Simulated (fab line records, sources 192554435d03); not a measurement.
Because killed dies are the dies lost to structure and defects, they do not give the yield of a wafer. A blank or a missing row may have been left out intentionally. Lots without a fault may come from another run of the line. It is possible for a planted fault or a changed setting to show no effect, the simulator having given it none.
Lot-split experiment / flow n5Finfet / 21 wafers read across 7 lots, on a route 1938 steps long

## ON THE SPLIT
At N5_BEOL_M9_ETCH_62 (etches SOC in N2/H2, target depth 110 nm, overetch 22 nm, time 165 s), the setting sourceW was moved away from the recipe's 840 W on 6 of the 21 wafers read, by -17.9% to +12.7%. All remaining wafers had this setting at the recipe value.

Reading taken at the split's own step.

## THE READING
rfVppV, in V, at N5_BEOL_M9_ETCH_62 (etches SOC in N2/H2, target depth 110 nm, overetch 22 nm, time 165 s). On this fab line, fault-free wafers typically give 523.5 V with a standard deviation of 2.4 V.

wafer=L081.1; tool, chamber at the split=rieDiel-01, 3; sourceW as run, W=840; against the recipe=recipe; rfVppV, V=521.3; against lot-mates on the recipe=-
wafer=L081.3; tool, chamber at the split=rieDiel-01, 1; sourceW as run, W=840; against the recipe=recipe; rfVppV, V=520.0; against lot-mates on the recipe=-
wafer=L081.4; tool, chamber at the split=rieDiel-01, 0; sourceW as run, W=840; against the recipe=recipe; rfVppV, V=525.5; against lot-mates on the recipe=-
wafer=L080.2; tool, chamber at the split=rieDiel-02, 1; sourceW as run, W=840; against the recipe=recipe; rfVppV, V=519.9; against lot-mates on the recipe=-
wafer=L080.3; tool, chamber at the split=rieDiel-02, 0; sourceW as run, W=904.9; against the recipe=+7.7%; rfVppV, V=512.5; against lot-mates on the recipe=-7.4
wafer=L080.5; tool, chamber at the split=rieDiel-02, 1; sourceW as run, W=904.9; against the recipe=+7.7%; rfVppV, V=506.7; against lot-mates on the recipe=-13.2
wafer=L082.1; tool, chamber at the split=rieDiel-01, 1; sourceW as run, W=840; against the recipe=recipe; rfVppV, V=521.7; against lot-mates on the recipe=-
wafer=L082.3; tool, chamber at the split=rieDiel-01, 3; sourceW as run, W=840; against the recipe=recipe; rfVppV, V=523.0; against lot-mates on the recipe=-
wafer=L082.4; tool, chamber at the split=rieDiel-01, 2; sourceW as run, W=923.3; against the recipe=+9.9%; rfVppV, V=510.8; against lot-mates on the recipe=-11.6
wafer=L083.1; tool, chamber at the split=rieDiel-01, 2; sourceW as run, W=840; against the recipe=recipe; rfVppV, V=525.2; against lot-mates on the recipe=-
wafer=L083.4; tool, chamber at the split=rieDiel-01, 0; sourceW as run, W=880.4; against the recipe=+4.8%; rfVppV, V=516.7; against lot-mates on the recipe=-8.9
wafer=L083.6; tool, chamber at the split=rieDiel-01, 0; sourceW as run, W=840; against the recipe=recipe; rfVppV, V=526.0; against lot-mates on the recipe=-
wafer=L088.3; tool, chamber at the split=rieDiel-03, 0; sourceW as run, W=690; against the recipe=-17.9%; rfVppV, V=558.4; against lot-mates on the recipe=+35.1
wafer=L088.4; tool, chamber at the split=rieDiel-03, 0; sourceW as run, W=840; against the recipe=recipe; rfVppV, V=524.9; against lot-mates on the recipe=-
wafer=L088.5; tool, chamber at the split=rieDiel-03, 1; sourceW as run, W=840; against the recipe=recipe; rfVppV, V=521.8; against lot-mates on the recipe=-
wafer=L093.2; tool, chamber at the split=rieDiel-03, 2; sourceW as run, W=840; against the recipe=recipe; rfVppV, V=522.4; against lot-mates on the recipe=-
wafer=L093.4; tool, chamber at the split=rieDiel-03, 0; sourceW as run, W=840; against the recipe=recipe; rfVppV, V=525.1; against lot-mates on the recipe=-
wafer=L093.5; tool, chamber at the split=rieDiel-03, 2; sourceW as run, W=840; against the recipe=recipe; rfVppV, V=522.5; against lot-mates on the recipe=-
wafer=L094.1; tool, chamber at the split=rieDiel-03, 0; sourceW as run, W=840; against the recipe=recipe; rfVppV, V=523.8; against lot-mates on the recipe=-
wafer=L094.2; tool, chamber at the split=rieDiel-03, 2; sourceW as run, W=840; against the recipe=recipe; rfVppV, V=523.7; against lot-mates on the recipe=-
wafer=L094.5; tool, chamber at the split=rieDiel-03, 1; sourceW as run, W=946.9; against the recipe=+12.7%; rfVppV, V=502.3; against lot-mates on the recipe=-21.4

FIT RESULTS
A straight line over all 21 wafers: rfVppV changes by -1.76 V for each +1% of sourceW; r = -0.98; the points scatter about the line by 2.4 V.
The same after taking each lot's own level away (the mean of its wafers on the recipe; 21 wafers): -1.71 V for each +1%; r = -0.98; scatter 2.3 V.
On that fit, the largest move of sourceW shifts the reading by 31 V.
From 519.90 to 525.60 V: that is the span of the lots' own levels, equal to 2.4 times the standard deviation above.
Hence the lot-to-lot level has little effect on the slope; both slopes agree.
Check: +26.2 V against its lot-mates is what the line predicts for one of the wafers moved furthest among these (-17.9%) when that wafer is left out of the fit. It came out at +35.1 V against them.
Tool readings at the split's step, against how far the setting was moved: rfVppV r = -0.98.

## THESE WAFERS: OTHER SPLITS
Other splits were also applied to these wafers ahead of the reading. Each is held against what the fit with the lots' levels taken away leaves over:
other split on the same wafers=N5_BEOL_M6_ETCH_62 biasW; wafers away from the commonest value=8; r with rfVppV (lot level and that fit taken away)=+0.24
other split on the same wafers=N5_BEOL_M6_COAT_71 spinRpm; wafers away from the commonest value=9; r with rfVppV (lot level and that fit taken away)=-0.11
other split on the same wafers=N5_BEOL_M7_HM_DEP_02 targetThkA; wafers away from the commonest value=7; r with rfVppV (lot level and that fit taken away)=-0.38
other split on the same wafers=N5_BEOL_M7_COAT_05 spinRpm; wafers away from the commonest value=8; r with rfVppV (lot level and that fit taken away)=+0.27
other split on the same wafers=N5_BEOL_M8_COAT_05 spinRpm; wafers away from the commonest value=6; r with rfVppV (lot level and that fit taken away)=-0.12
other split on the same wafers=N5_BEOL_M9_ETCH_61 sourceW; wafers away from the commonest value=9; r with rfVppV (lot level and that fit taken away)=+0.03

## THE FILE'S OWN FIT
rfVppV changes by -1.72 V for each +1% of sourceW, r = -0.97.
